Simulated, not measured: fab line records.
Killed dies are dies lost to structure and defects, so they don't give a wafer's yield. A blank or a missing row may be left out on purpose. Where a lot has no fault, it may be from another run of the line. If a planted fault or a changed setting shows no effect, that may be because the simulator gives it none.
Matching of chambers -- flow n5Finfet -- aldMetal-03 running N5_BEOL_M5_ALD_86: 4 sister chambers
The step deposits TaN, pulse time 2 s, purge time 3 s, co reactant purge time 2 s. 14 wafers are shown with their chamber, then 7 later ones without.

WAFERS PAIRED WITH THEIR CHAMBERS
wafer,chamber,heaterPowerW (W),mfcCarrierSccm (sccm)
L077.1,2,448,1502
L077.2,1,411,1490
L077.3,0,464,1505
L079.2,1,419,1498
L079.3,3,350,1505
L079.6,2,441,1498
L088.2,2,444,1496
L088.4,1,419,1497
L088.6,2,444,1497
L085.4,2,450,1499
L085.5,3,342,1501
L085.6,0,468,1494
L089.1,1,418,1492
L089.4,0,466,1501

SIGNATURES (means of the wafers above)
reading,chamber 0,chamber 1,chamber 2,chamber 3,scatter within a chamber
heaterPowerW,466.00,416.75,445.40,346.00,3.69
mfcCarrierSccm,1500.00,1494.25,1498.40,1503.00,3.69
Rule: for each reading, subtract the chamber's mean from the wafer's reading, divide by that reading's scatter and square the result; add these up over the readings and take the root, which gives the wafer's distance from the chamber. The wafer belongs to the nearest chamber; if the next one is less than 2 further off, it can't be placed. The scatter is the square root of a quotient: the sum, over the shown wafers, of each reading's squared deviation from its chamber's mean, divided by wafers minus chambers.

WAFERS WITHOUT THEIR CHAMBER
wafer,heaterPowerW (W),mfcCarrierSccm (sccm)
L089.6,416,1498
L093.2,449,1496
L093.4,350,1498
L093.5,427,1496
L094.2,352,1495
L094.4,466,1498
L094.5,446,1501

THE CHAMBER EACH PASSED THROUGH
wafer,from the rows above,in truth
L089.6,1,1
L093.2,2,2
L093.4,3,3
L093.5,1,1
L094.2,3,3
L094.4,0,0
L094.5,2,2
7 of 7 placed correctly. From these rows, 0 cannot be placed. 0 placed wrongly.
